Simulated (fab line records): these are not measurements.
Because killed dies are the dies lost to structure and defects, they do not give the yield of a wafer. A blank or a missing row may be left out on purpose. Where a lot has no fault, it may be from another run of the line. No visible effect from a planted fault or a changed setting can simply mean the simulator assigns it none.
The tool behind it: which one?    flow n5-finfet    11 lots, 31 wafers sampled, at 1 step of a route of 1938

WHAT THE GAUGES SHOWED, per wafer
N5_BEOL_M6_INSPECT_30: inspects for defects (brightfield). Usual: raw-defect-count at 413, with a standard deviation of 110.
lot   measured      on                 raw-defect-count  flag
L350  day 9 01:52   defect-inspect-02  519 584 338       
L354  day 10 13:27  defect-inspect-02  246 392 268       
L353  day 10 18:54  defect-inspect-01  560 474 523       
L355  day 10 22:32  defect-inspect-02  533 593 364       
L356  day 10 22:49  defect-inspect-01  294 239 322       
L358  day 11 02:31  defect-inspect-02  402 335           
L360  day 11 10:37  defect-inspect-01  432 453           
L367  day 13 07:58  defect-inspect-02  432 548 258       
L368  day 14 02:35  defect-inspect-02  368 377 402       
L369  day 14 12:07  defect-inspect-02  324 355 298       
L372  day 14 18:35  defect-inspect-02  284 371 290       

WHICH TOOL RAN EACH LOT (tool, then ch and the chambers of the sampled wafers, then the start)
Record: no process step prior to these readings.

AS READ BY THE TOOLS THEMSELVES (means over the sampled wafers that have a number; for cases with no such wafer, the mark the record gives instead)
The record holds no such reading with a usual standard deviation.

THE ANSWER, worked out from the rows above alone
Rule: lot off if the mean of its wafers having a number is beyond 3 standard deviations from the usual mean. Also off: a lot with no number at a reading for which 4 or more lots have one. Where the step has rows for the other lots, those lots are counted as sound. After the gauges, taken in route order, come the tools' own readings; for these a lot's mean is taken, as printed above. At the first step where some lot is off, the reading lying furthest off is the one used; lots without a number count as furthest.
No lot is off at any reading shown: from this, nothing can be told.

WHAT THE SIMULATOR HAD INSERTED
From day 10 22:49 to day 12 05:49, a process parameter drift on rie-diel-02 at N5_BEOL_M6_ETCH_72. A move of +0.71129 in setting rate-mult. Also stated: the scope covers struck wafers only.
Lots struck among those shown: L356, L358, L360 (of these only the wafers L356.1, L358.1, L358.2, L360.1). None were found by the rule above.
